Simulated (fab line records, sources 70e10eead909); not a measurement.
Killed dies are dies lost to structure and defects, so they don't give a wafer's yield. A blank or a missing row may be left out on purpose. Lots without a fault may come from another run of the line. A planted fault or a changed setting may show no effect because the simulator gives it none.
Chamber matching | flow nand_harc | NHARC_A_STAIRCASE_DEP_151 on pecvd-04: 3 sister chambers
The step deposits SiO2, target thk 7200 nm. 6 wafers are shown with their chamber, then 7 later ones without.

WAFERS WITH THEIR CHAMBER
wafer  | chamber | heater_power_w (W) | heater_power_outer_w (W)
L084.1 | 1       | 625                | 360
L084.3 | 0       | 723                | 445
L085.2 | 0       | 696                | 431
L085.5 | 2       | 481                | 274
L087.2 | 2       | 560                | 337
L087.3 | 1       | 637                | 389

WAFERS WITHOUT THEIR CHAMBER
wafer  | heater_power_w (W) | heater_power_outer_w (W)
L087.5 | 592                | 345
L091.2 | 562                | 343
L091.4 | 579                | 347
L091.5 | 486                | 285
L095.1 | 733                | 473
L095.3 | 487                | 297
L095.5 | 591                | 338

WHICH CHAMBER EACH WENT THROUGH
wafer  | from the rows above     | in truth
L087.5 | can't be placed: 1 or 2 | 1
L091.2 | can't be placed: 2 or 1 | 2
L091.4 | can't be placed: 1 or 2 | 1
L091.5 | 2                       | 2
L095.1 | 0                       | 0
L095.3 | 2                       | 2
L095.5 | can't be placed: 1 or 2 | 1
Placed correctly: 3 of 7. Can't be placed from these rows: 4 (the true chamber is among the candidates in 4). Placed wrongly: 0.
How it was worked out, from the rows above alone: a wafer's distance from a chamber is the root of the sum, over the readings, of the square of ((its reading less the chamber's mean) divided by the reading's scatter). The wafer belongs to the nearest chamber; if the next one is less than 2 further off, it can't be placed. A chamber's mean is the mean of its shown wafers. The scatter: the root of (the sum of the squares of (reading less its chamber's mean) over the shown wafers, divided by (wafers less chambers)).
